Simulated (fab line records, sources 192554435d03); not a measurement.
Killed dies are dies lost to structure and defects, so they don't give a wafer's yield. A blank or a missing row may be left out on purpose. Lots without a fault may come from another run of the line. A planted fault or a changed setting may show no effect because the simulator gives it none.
fab line records | flow n5_finfet
record lots=24 wafers=72 last_day=17
route steps=1938 shown BEOL_M6@1211 BEOL_M7@1278 BEOL_M8@1332
lots that met no fault: from a run of the same line without faults
start_h: hours from the record's first day to the start of the lot's first wafer shown | wait_h: hours since the lot's step before | " the same as in the row above | L1.1+2: a row that stands for several wafers | - no value, or no start given | * or withheld: withheld | < > ~ a bound
route shown NAME@n: a module of which the file shows steps, and the number in the route of the first | usual: mean/standard deviation of fault-free wafers | same: alike in all rows | chamber/n: place in a boat | sites: the reading at each site | _std_site: their standard deviation | _edge_site: outer sites' mean less inner sites' | radius_mm: how far each site lies from the wafer's centre | mask NAME#n: copy n | behind: the tool/chamber that last shaped the wafer | hold: why the lot was held/for how many hours/how that ended | device: the transistor (n, p or np) that didn't switch | end of line: the same wafers' tests at the end of the route | a step without rows: its recipe alone | killed: dies lost to structure and defects at the first sort, not the wafer's yield | map: a wafer's dies, x killed, . not, _ none there
set.NAME: the setting as run; set.NAME@STEP: as run at that earlier step | model.NAME: the simulator's own value behind a step, which no gauge read
steps of the route over a sample of lots; a table a step, a row a wafer
services: from which hour (start_h, from the record's first day; less than 0 if before it) a tool's chamber was out of use, for how many hours, and why
## steps
# step N5_BEOL_M6_ETCH_61
# recipe chemistry=CF4 target=SiARC target_depth_a=455 mask_material=CAR-ArF time_s=75.8 ion_energy_ev=80 pressure_mtorr=40 source_w=545 bias_w=36 Ar_flow_sccm=100 cf4_flow_sccm=100 ends=cleared
# usual drypump_motor_current_A=5.7/0.48 etch_rf_on_time_s=74.8/1.7 mfc_ar_sccm=100.0/0.31 oes_product_au=0.70/0.067 rf_vpp_V=184.0/1.3 showerhead_plenum_p_Torr=2.14/0.074 throttle_valve_pct=15.59/0.19
# columns lot.wafer tool chamber start_h wait_h drypump_motor_current_A etch_rf_on_time_s mfc_ar_sccm oes_product_au rf_hours_counter_h rf_vpp_V showerhead_plenum_p_Torr throttle_valve_pct
L074.1 rie_diel-06 0 170.85 0.0 5.7 71.9 100.0 0.75 56 186.8 2.26 15.39
L074.4 " 1 " " 6.3 72.0 99.5 0.82 15 184.6 2.10 15.32
L074.6 " 3 " " 5.6 71.7 99.6 0.71 - 183.3 2.07 15.64
L075.1 rie_diel-02 0 184.84 0.0 5.6 73.7 100.1 0.77 40 185.5 2.28 15.48
L075.2 " 1 " " 6.3 75.4 100.4 0.66 151 183.1 2.07 15.51
L075.4 " 2 " " 5.8 74.4 100.4 0.77 24 184.7 2.19 15.46
L078.1 rie_diel-01 2 193.15 0.0 6.2 76.6 100.2 0.80 11 184.5 2.19 15.43
L078.3 " 3 " " 5.4 76.9 100.2 0.76 37 185.6 2.10 15.38
L078.5 " 0 " " 4.7 76.9 99.9 0.61 - 184.4 2.11 15.58
L077.2 rie_diel-01 0 198.20 0.0 4.7 77.7 100.0 0.61 209 182.8 2.11 15.59
L077.3 " 3 " " 5.4 77.0 99.9 0.75 39 182.6 2.10 15.39
L077.4 " 1 " " 5.0 77.3 100.2 0.61 184 180.6 2.04 16.03
L076.1 rie_diel-06 2 198.30 0.0 5.6 73.9 100.1 0.61 217 183.8 2.19 16.02
L076.3 " 3 " " 5.6 71.4 100.4 0.70 98 182.3 2.07 15.65
L076.5 " 3 " " 5.5 71.1 100.5 0.70 - 182.2 2.07 15.65
L079.1 rie_diel-01 2 202.05 0.0 6.2 75.7 99.9 0.80 14 184.6 2.19 15.44
L079.2 " 3 " " 5.4 76.6 99.9 0.74 41 184.4 2.10 15.39
L079.4 " 1 " " 5.0 77.4 100.0 0.61 185 182.5 2.04 16.01
L080.2 rie_diel-01 0 211.72 0.0 4.7 76.8 100.2 0.61 214 185.2 2.11 15.58
L080.4 " 2 " " 6.2 75.9 99.9 0.79 17 184.9 2.19 15.46
L080.5 " 1 " " 5.0 76.6 100.9 0.62 - 183.1 2.04 16.01
L081.1 rie_diel-02 0 221.78 0.0 5.5 73.8 100.2 0.76 53 187.0 2.27 15.51
L081.5 " 2 " " 5.8 74.0 99.8 0.75 - 181.7 2.19 15.48
L081.6 " 3 " " 6.1 73.7 99.8 0.80 - 183.8 2.10 15.53
L083.2 rie_diel-02 1 224.45 0.0 6.3 75.2 99.8 0.65 165 183.9 2.07 15.53
L083.4 " 3 " " 6.1 73.2 100.2 0.80 20 185.5 2.10 15.55
L083.6 " 3 " " 6.1 73.3 99.5 0.80 - 183.8 2.10 15.55
L082.1 rie_diel-02 0 228.88 0.0 5.5 73.4 100.1 0.74 57 185.7 2.27 15.52
L082.4 " 2 " " 5.8 73.9 100.1 0.75 40 185.6 2.19 15.49
L082.6 " 1 " " 6.3 75.9 99.4 0.65 - 183.1 2.07 15.53
L084.1 rie_diel-01 0 231.26 0.0 4.7 76.4 99.2 0.61 222 185.6 2.11 15.61
L084.2 " 2 " " 6.2 74.7 99.9 0.77 25 183.2 2.19 15.45
L084.3 " 1 " " 5.0 76.1 99.5 0.61 197 184.1 2.04 16.02
L085.2 rie_diel-02 2 251.51 0.0 5.8 74.2 100.2 0.72 48 183.4 2.19 15.52
L085.3 " 1 " " 6.3 76.2 100.2 0.64 177 182.3 2.07 15.54
L085.6 " 0 " " 5.6 73.6 99.6 0.74 - 184.4 2.27 15.54
L086.3 rie_diel-02 3 256.51 0.0 6.1 73.9 100.2 0.77 35 182.2 2.10 15.58
L086.4 " 0 " " 5.5 73.1 100.2 0.73 69 186.5 2.27 15.54
L086.6 " 1 " " 6.4 76.4 100.4 0.64 - 183.2 2.07 15.55
L087.1 rie_diel-06 1 256.73 0.0 6.2 71.4 100.0 0.78 40 183.4 2.09 15.40
L087.2 " 0 " " 5.7 72.7 100.3 0.71 81 184.5 2.25 15.42
L087.5 " 3 " " 5.6 71.1 99.6 0.68 - 183.3 2.06 15.70
L088.3 rie_diel-06 3 260.90 0.0 5.6 72.4 100.8 0.68 116 183.7 2.06 15.68
L088.4 " 0 " " 5.7 73.0 99.4 0.71 83 185.4 2.25 15.44
L088.6 " 1 " " 6.2 72.0 100.0 0.76 - 183.6 2.09 15.40
L089.1 rie_diel-02 3 263.27 0.0 6.1 74.3 99.7 0.76 38 183.7 2.10 15.57
L089.3 " 1 " " 6.3 75.3 99.8 0.64 182 183.6 2.06 15.56
L089.4 " 0 " " 5.5 72.6 100.6 0.73 72 186.3 2.27 15.53
L090.2 rie_diel-02 2 276.40 0.0 5.7 73.7 100.6 0.73 58 185.7 2.18 15.52
L090.5 " 2 " " 5.8 73.1 100.3 0.72 - 184.6 2.18 15.52
L090.6 " 3 " " 6.1 73.4 100.1 0.76 - 183.4 2.10 15.59
L092.1 rie_diel-01 3 285.14 0.0 5.3 75.5 99.6 0.73 65 183.1 2.09 15.43
L092.2 " 1 " " 5.0 74.7 100.0 0.60 218 182.9 2.03 16.08
L092.5 " 3 " " 5.3 75.7 100.2 0.72 - 184.4 2.09 15.44
L091.1 rie_diel-02 2 285.80 0.0 5.7 73.9 99.7 0.72 62 182.5 2.18 15.53
L091.4 " 0 " " 5.5 74.3 99.7 0.72 80 185.9 2.26 15.58
L091.5 " 0 " " 5.5 74.4 100.1 0.71 - 185.1 2.26 15.56
L093.1 rie_diel-01 0 293.81 0.0 4.7 78.8 100.1 0.58 246 184.7 2.10 15.64
L093.3 " 2 " " 6.2 77.8 99.8 0.73 50 184.7 2.18 15.51
L093.4 " 1 " " 5.0 76.1 100.0 0.60 221 182.0 2.03 16.08
L095.1 rie_diel-01 3 304.12 0.0 5.4 75.9 99.7 0.72 71 183.4 2.09 15.46
L095.2 " 1 " " 5.0 75.5 100.4 0.60 225 182.9 2.03 16.08
L095.3 " 0 " " 4.7 77.8 99.4 0.58 250 182.0 2.10 15.65
L094.2 rie_diel-06 1 310.99 0.0 6.2 73.2 99.9 0.75 57 183.7 2.09 15.43
L094.3 " 0 " " 5.7 73.8 99.9 0.68 99 187.4 2.25 15.48
L094.6 " 3 " " 5.6 73.1 99.8 0.66 - 183.9 2.06 15.74
L096.1 rie_diel-02 3 313.26 0.0 6.1 74.9 100.2 0.75 53 183.2 2.09 15.63
L096.4 " 1 " " 6.3 75.6 99.5 0.63 200 182.5 2.06 15.61
L096.5 " 3 " " 6.1 74.9 100.0 0.74 - 182.5 2.09 15.60
L097.2 rie_diel-02 0 330.20 0.0 5.5 73.4 99.8 0.71 91 186.1 2.26 15.59
L097.4 " 2 " " 5.7 73.9 100.4 0.70 75 184.5 2.18 15.57
L097.5 " 3 " " 6.1 74.0 100.2 0.74 - 183.2 2.09 15.60
# step N5_BEOL_M6_CD_MEAS_35
# recipe target_cd_nm=40 target_cd_y_nm=28 polarity=opening
# usual cd_nm=40.4/0.69
# columns lot.wafer tool chamber start_h wait_h cd_nm
L074.1 cd_sem-01 - 172.90 0.0 41.0
L074.4 " - " " 41.6
L074.6 " - " " 40.8
L075.1 cd_sem-01 - 188.12 0.0 40.7
L075.2 " - " " 40.2
L075.4 " - " " 39.2
L078.1 cd_sem-01 - 194.74 0.0 40.1
L078.3 " - " " 39.6
L078.5 " - " " 38.8
L077.2 cd_sem-01 - 201.15 0.0 40.7
L077.3 " - " " 40.5
L077.4 " - " " 40.0
L076.1 cd_sem-01 - 201.67 0.0 39.8
L076.3 " - " " 39.7
L076.5 " - " " 39.5
L079.1 cd_sem-02 - 203.51 0.0 40.0
L079.2 " - " " 40.4
L079.4 " - " " 39.8
L080.2 cd_sem-01 - 213.97 0.0 40.5
L080.4 " - " " 39.8
L080.5 " - " " 40.2
L081.1 cd_sem-02 - 224.01 0.0 40.4
L081.5 " - " " 40.2
L081.6 " - " " 39.9
L083.2 cd_sem-01 - 227.56 0.0 40.6
L083.4 " - " " 40.2
L083.6 " - " " 40.5
L082.1 cd_sem-02 - 232.15 0.0 41.5
L082.4 " - " " 40.0
L082.6 " - " " 40.0
L084.1 cd_sem-02 - 234.30 0.0 40.6
L084.2 " - " " 40.0
L084.3 " - " " 39.3
L085.2 cd_sem-02 - 254.13 0.0 40.9
L085.3 " - " " 41.0
L085.6 " - " " 41.6
L086.3 cd_sem-02 - 260.52 0.0 41.8
L086.4 " - " " 41.3
L086.6 " - " " 41.1
L087.1 cd_sem-02 - 260.68 0.0 40.3
L087.2 " - " " 40.5
L087.5 " - " " 41.1
L088.3 cd_sem-01 - 262.61 0.0 40.2
L088.4 " - " " 40.0
L088.6 " - " " 39.7
L089.1 cd_sem-02 - 264.82 0.0 39.4
L089.3 " - " " 40.9
L089.4 " - " " 40.2
L090.2 cd_sem-01 - 280.33 0.0 39.4
L090.5 " - " " 39.8
L090.6 " - " " 40.1
L092.1 cd_sem-02 - 287.12 0.0 41.0
L092.2 " - " " 40.0
L092.5 " - " " 40.2
L091.1 cd_sem-01 - 287.52 0.0 40.5
L091.4 " - " " 41.6
L091.5 " - " " 41.8
L093.1 cd_sem-01 - 295.87 0.0 40.4
L093.3 " - " " 40.4
L093.4 " - " " 40.7
L095.1 cd_sem-02 - 310.55 0.0 40.8
L095.2 " - " " 40.9
L095.3 " - " " 41.1
L094.2 cd_sem-02 - 315.09 0.0 39.6
L094.3 " - " " 40.2
L094.6 " - " " 40.7
L096.1 cd_sem-01 - 315.49 0.0 40.9
L096.4 " - " " 40.6
L096.5 " - " " 41.2
L097.2 cd_sem-03 - 332.24 0.0 40.8
L097.4 " - " " 39.6
L097.5 " - " " 41.1
# step N5_BEOL_M7_INSPECT_13
# recipe mode=adi inspect_instrument=brightfield
# usual raw_defect_count=372/96
# columns lot.wafer tool chamber start_h wait_h raw_defect_count
L074.1 defect_inspect-02 - 181.26 0.0 420
L074.4 " - " " 513
L074.6 " - " " 291
L075.1 defect_inspect-02 - 192.98 0.0 384
L075.2 " - " " 289
L075.4 " - " " 379
L078.1 defect_inspect-01 - 201.58 0.0 520
L078.3 " - " " 398
L078.5 " - " " 389
L077.2 defect_inspect-02 - 205.14 0.0 530
L077.3 " - " " 503
L077.4 " - " " 355
L076.1 defect_inspect-01 - 207.81 0.0 443
L076.3 " - " " 413
L076.5 " - " " 424
L079.1 defect_inspect-02 - 208.65 0.0 366
L079.2 " - " " 333
L079.4 " - " " 313
L080.2 defect_inspect-01 - 219.42 0.0 463
L080.4 " - " " 311
L080.5 " - " " 275
L081.1 defect_inspect-01 - 230.43 0.0 316
L081.5 " - " " 257
L081.6 " - " " 261
L083.2 defect_inspect-02 - 231.54 0.0 263
L083.4 " - " " 229
L083.6 " - " " 237
L082.1 defect_inspect-02 - 236.91 0.0 282
L082.4 " - " " 329
L082.6 " - " " 317
L084.1 defect_inspect-02 - 240.03 0.0 417
L084.2 " - " " 315
L084.3 " - " " 368
L085.2 defect_inspect-02 - 260.85 0.0 281
L085.3 " - " " 239
L085.6 " - " " 212
L086.3 defect_inspect-02 - 265.66 0.0 369
L086.4 " - " " 379
L086.6 " - " " 524
L087.1 defect_inspect-01 - 265.88 0.0 418
L087.2 " - " " 300
L087.5 " - " " 278
L088.3 defect_inspect-01 - 268.16 0.0 334
L088.4 " - " " 321
L088.6 " - " " 317
L089.1 defect_inspect-02 - 268.78 0.0 471
L089.3 " - " " 327
L089.4 " - " " 431
L090.2 defect_inspect-01 - 285.42 0.0 251
L090.5 " - " " 312
L090.6 " - " " 254
L092.1 defect_inspect-02 - 293.85 0.0 396
L092.2 " - " " 334
L092.5 " - " " 399
L091.1 defect_inspect-02 - 294.66 0.0 568
L091.4 " - " " 474
L091.5 " - " " 730
L093.1 defect_inspect-01 - 299.56 0.0 282
L093.3 " - " " 257
L093.4 " - " " 309
L095.1 defect_inspect-02 - 314.64 0.0 301
L095.2 " - " " 231
L095.3 " - " " 376
L094.2 defect_inspect-02 - 318.43 0.0 367
L094.3 " - " " 483
L094.6 " - " " 352
L096.1 defect_inspect-01 - 320.43 0.0 370
L096.4 " - " " 405
L096.5 " - " " 394
L097.2 defect_inspect-01 - 336.31 0.0 676
L097.4 " - " " 523
L097.5 " - " " 575
# step N5_BEOL_M7_ETCH_61
# recipe chemistry=CF4 target=SiARC target_depth_a=455 mask_material=CAR-ArF time_s=75.8 ion_energy_ev=80 pressure_mtorr=40 source_w=545 bias_w=36 Ar_flow_sccm=100 cf4_flow_sccm=100 ends=cleared
# usual drypump_motor_current_A=5.85/0.24 etch_rf_on_time_s=75.5/1.2 mfc_ar_sccm=100.0/0.32 oes_product_au=0.66/0.073 rf_vpp_V=184.1/1.3 showerhead_plenum_p_Torr=2.15/0.082 throttle_valve_pct=15.72/0.23
# columns lot.wafer tool chamber start_h wait_h drypump_motor_current_A etch_rf_on_time_s mfc_ar_sccm oes_product_au rf_hours_counter_h rf_vpp_V showerhead_plenum_p_Torr throttle_valve_pct
L074.1 rie_diel-03 1 181.34 0.0 5.60 75.1 99.6 0.64 173 184.1 2.07 15.80
L074.4 " 2 " " 5.71 76.0 100.2 0.65 - 182.3 2.22 15.71
L074.6 " 0 " " 6.31 75.0 100.4 0.63 - 184.9 2.13 15.85
L075.1 rie_diel-03 0 193.05 0.0 6.27 76.2 99.7 0.62 184 183.4 2.12 15.87
L075.2 " 1 " " 5.56 76.1 100.4 0.64 179 182.4 2.07 15.81
L075.4 " 0 " " 6.26 75.7 100.1 0.62 - 185.5 2.13 15.86
L078.1 rie_diel-05 1 201.68 0.0 5.67 78.2 100.3 0.57 247 183.1 2.12 15.74
L078.3 " 0 " " 5.81 75.7 99.8 0.59 232 183.0 2.11 16.06
L078.5 " 2 " " 5.81 74.1 100.3 0.73 - 186.5 2.27 15.68
L077.2 rie_diel-05 1 205.22 0.0 5.67 76.8 100.5 0.57 248 183.9 2.12 15.76
L077.3 " 2 " " 5.81 73.1 99.7 0.75 63 186.2 2.27 15.68
L077.4 " 3 " " 6.00 76.4 100.0 0.63 158 184.4 2.06 15.82
L076.1 rie_diel-03 0 207.88 0.0 6.24 76.1 100.0 0.61 188 183.7 2.12 15.87
L076.3 " 2 " " 5.70 77.4 100.4 0.63 163 185.1 2.21 15.73
L076.5 " 1 " " 5.63 75.9 99.9 0.64 - 181.9 2.07 15.82
L079.1 rie_diel-03 0 208.72 0.0 6.27 75.5 99.4 0.61 188 183.2 2.12 15.85
L079.2 " 3 " " 5.75 73.4 100.2 0.85 4 185.5 2.28 15.24
L079.4 " 1 " " 5.57 74.8 100.5 0.64 183 181.1 2.06 15.82
L080.2 rie_diel-03 3 219.49 0.0 5.79 73.2 100.5 0.82 7 186.1 2.27 15.27
L080.4 " 1 " " 5.60 75.4 99.4 0.63 186 181.8 2.06 15.82
L080.5 " 1 " " 5.57 74.7 99.6 0.64 - 182.5 2.06 15.81
L081.1 rie_diel-05 0 230.50 0.0 5.81 76.4 100.1 0.58 243 182.5 2.11 16.07
L081.5 " 3 " " 5.97 76.2 99.9 0.62 - 181.5 2.05 15.84
L081.6 " 0 " " 5.79 76.2 100.3 0.58 - 183.4 2.11 16.08
L083.2 rie_diel-05 3 231.61 0.0 5.99 75.8 99.9 0.63 168 183.6 2.05 15.84
L083.4 " 2 " " 5.84 72.5 100.4 0.73 - 185.1 2.26 15.70
L083.6 " 0 " " 5.81 75.3 99.8 0.58 - 182.7 2.11 16.09
L082.1 rie_diel-03 0 236.98 0.0 6.25 75.1 99.7 0.61 197 183.5 2.12 15.89
L082.4 " 3 " " 5.78 74.0 100.1 0.81 13 186.3 2.27 15.26
L082.6 " 1 " " 5.62 76.1 99.5 0.63 - 183.8 2.06 15.83
L084.1 rie_diel-04 1 240.41 0.0 6.01 76.3 100.1 0.69 95 182.6 2.08 15.36
L084.2 " 3 " " 6.22 77.2 100.5 0.62 192 184.2 2.13 15.94
L084.3 " 0 " " 5.56 74.9 100.2 0.61 204 183.1 2.05 15.77
L085.2 rie_diel-05 3 260.92 0.0 6.02 75.7 99.8 0.62 179 183.8 2.05 15.86
L085.3 " 2 " " 5.83 72.7 99.7 0.72 84 184.8 2.26 15.74
L085.6 " 2 " " 5.82 73.2 100.2 0.72 - 184.8 2.26 15.73
L086.3 rie_diel-05 1 265.83 0.0 5.66 75.4 99.9 0.81 12 182.5 2.11 15.28
L086.4 " 3 " " 5.99 77.7 99.7 0.61 181 183.3 2.05 15.86
L086.6 " 0 " " 5.82 73.9 100.3 0.83 - 182.8 2.11 15.60
L087.1 rie_diel-03 0 266.30 0.0 6.28 75.9 99.9 0.60 207 185.1 2.12 15.91
L087.2 " 2 " " 5.73 76.7 100.0 0.62 181 185.0 2.21 15.78
L087.5 " 1 " " 5.57 75.9 99.8 0.62 - 184.0 2.06 15.86
L088.3 rie_diel-03 2 268.23 0.0 5.72 74.9 100.3 0.63 182 185.4 2.21 15.77
L088.4 " 3 " " 5.79 73.9 100.1 0.79 24 185.9 2.27 15.28
L088.6 " 2 " " 5.68 75.4 99.9 0.63 - 185.5 2.21 15.77
L089.1 rie_diel-03 2 269.03 0.0 5.72 77.3 100.2 0.63 182 185.1 2.21 15.76
L089.3 " 1 " " 5.59 76.6 100.1 0.62 202 183.4 2.06 15.85
L089.4 " 3 " " 5.78 75.3 100.1 0.78 24 185.7 2.27 15.29
L090.2 rie_diel-04 2 285.56 0.0 5.61 77.9 99.3 0.72 30 186.4 2.28 15.33
L090.5 " 3 " " 6.22 77.9 99.7 0.60 - 183.6 2.13 15.98
L090.6 " 0 " " 5.54 75.5 100.2 0.60 - 181.3 2.05 15.77
L092.1 rie_diel-05 2 293.92 0.0 5.81 73.0 100.3 0.72 95 185.9 2.26 15.74
L092.2 " 3 " " 6.02 76.9 100.1 0.61 188 183.9 2.05 15.87
L092.5 " 3 " " 5.99 76.4 99.9 0.61 - 183.8 2.05 15.86
L091.1 rie_diel-03 0 294.73 0.0 6.25 74.6 99.8 0.61 217 184.4 2.11 15.93
L091.4 " 2 " " 5.70 75.5 100.0 0.62 190 186.3 2.20 15.78
L091.5 " 0 " " 6.27 75.2 99.7 0.60 - 183.3 2.11 15.93
L093.1 rie_diel-03 0 299.63 0.0 6.29 74.5 100.0 0.60 219 184.2 2.11 15.93
L093.3 " 3 " " 5.78 73.2 100.1 0.77 34 185.9 2.26 15.29
L093.4 " 1 " " 5.57 75.1 100.7 0.62 212 183.7 2.06 15.88
L095.1 rie_diel-04 2 314.71 0.0 5.62 77.3 99.7 0.72 38 186.0 2.27 15.35
L095.2 " 0 " " 5.58 75.9 100.3 0.60 221 183.1 2.05 15.80
L095.3 " 3 " " 6.19 76.6 99.5 0.61 216 183.7 2.12 16.01
L094.2 rie_diel-03 0 318.50 0.0 6.30 75.3 100.8 0.59 224 185.0 2.11 15.96
L094.3 " 1 " " 5.60 75.8 100.1 0.62 217 183.6 2.05 15.88
L094.6 " 0 " " 6.27 75.4 100.7 0.60 - 184.0 2.11 15.94
L096.1 rie_diel-04 3 321.25 0.0 6.21 76.8 100.5 0.60 218 184.1 2.12 16.01
L096.4 " 0 " " 5.49 75.9 100.6 0.60 223 184.0 2.05 15.80
L096.5 " 2 " " 5.61 78.1 99.7 0.72 - 185.5 2.27 15.35
L097.2 rie_diel-03 1 336.39 0.0 5.57 75.8 99.6 0.61 221 184.6 2.05 15.89
L097.4 " 2 " " 5.74 76.3 100.2 0.61 202 185.1 2.20 15.82
L097.5 " 1 " " 5.55 76.0 99.7 0.60 - 182.2 2.05 15.87
# step N5_BEOL_M8_ILD_DEP_00
# recipe material=SiCOH_lowk target_thk_a=1797.5 temp_c=300 precursor=DEMS/porogen pressure_torr=5 rf_w=500 time_s=33.4
# usual heater_power_w=319/38 showerhead_plenum_p_Torr=5.742/0.014 throttle_valve_pct=14.2/0.68
# columns lot.wafer tool chamber start_h wait_h heater_power_w showerhead_plenum_p_Torr throttle_valve_pct
L074.1 pecvd-01 0 185.44 0.0 283 5.727 14.2
L074.4 " 1 " " 349 5.747 15.1
L074.6 " 2 " " 331 5.725 12.5
L075.1 pecvd-03 0 198.64 0.0 361 5.770 14.8
L075.2 " 1 " " 289 5.746 14.6
L075.4 " 0 " " 363 5.755 14.8
L078.1 pecvd-01 0 205.79 0.0 257 5.746 13.8
L078.3 " 1 " " 332 5.732 14.9
L078.5 " 2 " " 329 5.723 12.7
L077.2 pecvd-02 0 210.51 0.0 353 5.721 14.4
L077.3 " 2 " " 262 5.735 13.4
L077.4 " 0 " " 364 5.737 14.7
L076.1 pecvd-02 0 212.13 0.0 351 5.722 14.4
L076.3 " 1 " " 341 5.734 14.1
L076.5 " 2 " " 274 5.741 13.3
L079.1 pecvd-02 0 214.78 0.0 326 5.733 14.7
L079.2 " 1 " " 381 5.738 14.4
L079.4 " 2 " " 276 5.733 13.6
L080.2 pecvd-02 2 224.33 0.0 263 5.727 13.3
L080.4 " 2 " " 268 5.742 13.3
L080.5 " 1 " " 364 5.741 14.1
L081.1 pecvd-03 1 234.14 0.0 347 5.736 14.9
L081.5 " 2 " " 294 5.737 13.6
L081.6 " 1 " " 356 5.767 14.7
L083.2 pecvd-02 2 235.21 0.0 253 5.732 13.4
L083.4 " 2 " " 260 5.742 13.6
L083.6 " 0 " " 288 5.740 14.4
L082.1 pecvd-02 1 243.63 0.0 383 5.726 14.3
L082.4 " 1 " " 390 5.757 14.3
L082.6 " 2 " " 279 5.733 13.4
L084.1 pecvd-02 0 244.97 0.0 324 5.737 14.6
L084.2 " 1 " " 391 5.747 14.7
L084.3 " 2 " " 249 5.740 13.4
L085.2 pecvd-03 0 265.28 0.0 370 5.772 15.0
L085.3 " 2 " " 309 5.732 13.6
L085.6 " 2 " " 310 5.743 13.7
L086.3 pecvd-01 2 270.30 0.0 320 5.730 12.9
L086.4 " 2 " " 327 5.735 12.6
L086.6 " 1 " " 338 5.725 15.2
L087.1 pecvd-03 2 270.84 0.0 296 5.743 13.8
L087.2 " 1 " " 285 5.748 14.9
L087.5 " 2 " " 295 5.756 13.6
L088.3 pecvd-03 1 272.57 0.0 347 5.736 14.8
L088.4 " 0 " " 348 5.750 14.5
L088.6 " 1 " " 349 5.744 14.7
L089.1 pecvd-01 1 273.47 0.0 339 5.734 15.2
L089.3 " 2 " " 299 5.726 12.4
L089.4 " 0 " " 298 5.750 14.2
L090.2 pecvd-01 2 291.34 0.0 297 5.740 12.7
L090.5 " 0 " " 310 5.740 13.9
L090.6 " 1 " " 329 5.733 15.0
L091.1 pecvd-01 0 305.06 0.0 267 5.748 14.3
L091.4 " 1 " " 316 5.731 15.1
L091.5 " 1 " " 320 5.732 15.2
L092.1 pecvd-03 1 306.60 0.0 322 5.742 14.7
L092.2 " 0 " " 360 5.776 14.9
L092.5 " 1 " " 323 5.760 14.8
L093.1 pecvd-03 0 313.13 0.0 336 5.758 14.7
L093.3 " 2 " " 316 5.746 13.4
L093.4 " 1 " " 315 5.746 14.8
L095.1 pecvd-02 2 320.55 0.0 281 5.711 13.6
L095.2 " 0 " " 296 5.723 14.4
L095.3 " 1 " " 398 5.741 14.6
L094.2 pecvd-02 1 322.09 0.0 388 5.737 14.5
L094.3 " 0 " " 301 5.728 14.5
L094.6 " 1 " " 387 5.735 14.5
L096.1 pecvd-03 1 330.40 0.0 322 5.748 15.1
L096.4 " 0 " " 374 5.767 14.7
L096.5 " 2 " " 318 5.751 13.8
L097.2 pecvd-03 1 341.94 0.0 293 5.749 14.8
L097.4 " 2 " " 264 5.737 13.6
L097.5 " 0 " " 330 5.770 14.7
# step N5_BEOL_M8_CD_MEAS_18
# recipe pitch_nm=80 target_cd_nm=40
# usual cd_nm=39.9/0.57
# columns lot.wafer tool chamber start_h wait_h cd_nm
L074.1 cd_sem-01 - 188.93 0.0 38.8
L074.4 " - " " 39.3
L074.6 " - " " 40.5
L075.1 cd_sem-01 - 202.44 0.1 39.7
L075.2 " - " " 40.6
L075.4 " - " " 40.4
L078.1 cd_sem-01 - 208.90 0.0 40.1
L078.3 " - " " 39.7
L078.5 " - " " 39.6
L077.2 cd_sem-02 - 212.38 0.1 40.2
L077.3 " - " " 40.5
L077.4 " - " " 40.7
L076.1 cd_sem-01 - 215.11 0.0 38.9
L076.3 " - " " 38.8
L076.5 " - " " 39.3
L079.1 cd_sem-01 - 218.78 0.0 39.8
L079.2 " - " " 40.4
L079.4 " - " " 41.0
L080.2 cd_sem-02 - 229.32 0.1 40.5
L080.4 " - " " 40.4
L080.5 " - " " 40.5
L081.1 cd_sem-02 - 237.27 0.0 40.1
L081.5 " - " " 41.0
L081.6 " - " " 39.9
L083.2 cd_sem-01 - 237.56 0.1 40.3
L083.4 " - " " 39.4
L083.6 " - " " 39.2
L082.1 cd_sem-01 - 246.77 0.0 39.4
L082.4 " - " " 40.0
L082.6 " - " " 39.1
L084.1 cd_sem-02 - 247.83 0.0 40.0
L084.2 " - " " 39.2
L084.3 " - " " 38.9
L085.2 cd_sem-02 - 267.21 0.1 39.6
L085.3 " - " " 39.9
L085.6 " - " " 39.5
L086.3 cd_sem-02 - 273.05 0.1 39.7
L086.4 " - " " 38.8
L086.6 " - " " 39.1
L087.1 cd_sem-01 - 273.21 0.0 39.6
L087.2 " - " " 40.3
L087.5 " - " " 39.9
L088.3 cd_sem-02 - 276.32 0.1 39.4
L088.4 " - " " 39.6
L088.6 " - " " 40.6
L089.1 cd_sem-02 - 276.63 0.0 39.0
L089.3 " - " " 39.5
L089.4 " - " " 38.9
L090.2 cd_sem-01 - 294.50 0.1 40.8
L090.5 " - " " 40.7
L090.6 " - " " 40.7
L091.1 cd_sem-02 - 309.65 0.0 39.4
L091.4 " - " " 39.9
L091.5 " - " " 40.1
L092.1 cd_sem-02 - 309.82 0.0 40.8
L092.2 " - " " 39.3
L092.5 " - " " 40.1
L093.1 cd_sem-01 - 316.55 0.0 40.0
L093.3 " - " " 39.8
L093.4 " - " " 40.0
L095.1 cd_sem-02 - 322.61 0.0 40.2
L095.2 " - " " 39.3
L095.3 " - " " 40.3
L094.2 cd_sem-01 - 328.03 0.1 39.7
L094.3 " - " " 39.8
L094.6 " - " " 40.2
L096.1 cd_sem-01 - 333.68 0.0 39.9
L096.4 " - " " 39.4
L096.5 " - " " 40.6
L097.2 cd_sem-03 - 344.55 0.1 39.7
L097.4 " - " " 39.9
L097.5 " - " " 40.7
## services
# columns tool chamber start_h hours kind
rie_diel-01 - 148.96 0.1 repair
rie_diel-05 2 156.09 5.9 repair
rie_diel-02 1 158.46 5.5 repair
rie_diel-03 - 158.81 0.4 repair
rie_diel-03 3 173.66 - clean
pecvd-03 - 196.97 0.5 repair
rie_diel-06 - 215.62 15.6 pm
rie_diel-04 - 234.11 1.7 repair
rie_diel-02 2 235.45 2.4 repair
rie_diel-01 3 246.14 18.9 repair
rie_diel-04 0 248.92 19.3 repair
rie_diel-05 - 261.73 0.6 repair
rie_diel-05 - 266.08 0.8 repair
pecvd-01 0 275.08 15.7 repair
rie_diel-04 1 276.61 5.4 repair
rie_diel-04 - 281.45 0.4 repair
rie_diel-04 1 283.72 16.7 repair
rie_diel-05 1 290.76 9.6 repair
pecvd-01 0 291.87 11.2 repair
rie_diel-01 2 299.37 5.1 repair
rie_diel-01 - 311.59 0.2 repair
rie_diel-03 1 318.53 5.0 repair
rie_diel-04 0 325.47 51.5 repair
rie_diel-04 - 336.74 2.8 pm
## key
fault none
